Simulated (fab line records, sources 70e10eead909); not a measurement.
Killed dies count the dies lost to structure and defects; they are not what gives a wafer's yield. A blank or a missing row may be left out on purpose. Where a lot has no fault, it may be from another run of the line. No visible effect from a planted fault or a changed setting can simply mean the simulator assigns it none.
Matching of chambers    flow nand-harc    NHARC_A_BLC_ETCH_16 on rie-diel-06: 4 sister chambers
The step etches the open film in CF4, target depth 39 nm, time 65 s. 8 wafers are shown with their chamber, then 7 later ones without.

WAFERS, EACH WITH ITS CHAMBER
wafer   chamber  showerhead-plenum-p-Torr (Torr)  rf-vpp-V (V)
L576.4  2        1.74                             151.5
L581.1  1        1.65                             149.8
L581.5  2        1.73                             152.6
L584.1  1        1.65                             149.6
L587.5  3        1.66                             149.4
L587.6  0        1.69                             149.3
L595.3  0        1.69                             149.4
L595.4  3        1.66                             148.8

WAFERS WITH NO CHAMBER GIVEN
wafer   showerhead-plenum-p-Torr (Torr)  rf-vpp-V (V)
L595.5  1.73                             151.3
L594.1  1.66                             148.7
L594.3  1.65                             148.5
L594.6  1.73                             149.0
L597.3  1.65                             150.2
L597.4  1.66                             149.6
L597.6  1.73                             149.8

EACH ONE'S CHAMBER
wafer   from the rows above      in truth
L595.5  2                        2
L594.1  3                        3
L594.3  can't be placed: 1 or 3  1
L594.6  2                        2
L597.3  1                        1
L597.4  can't be placed: 3 or 1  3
L597.6  2                        2
Correctly placed: 5 of 7. Can't be placed from these rows: 2 (the true chamber is among the candidates in 2). 0 placed wrongly.
How it was worked out, from the rows above alone: a wafer's distance from a chamber is the root of the sum, over the readings, of the square of ((its reading less the chamber's mean) divided by the reading's scatter). If the next closest chamber is less than 2 further off than the closest, the wafer can't be placed; otherwise it belongs to the closest. Each chamber's mean is taken over the wafers shown for it. The scatter is the square root of a quotient: the sum, over the shown wafers, of each reading's squared deviation from its chamber's mean, divided by wafers minus chambers.
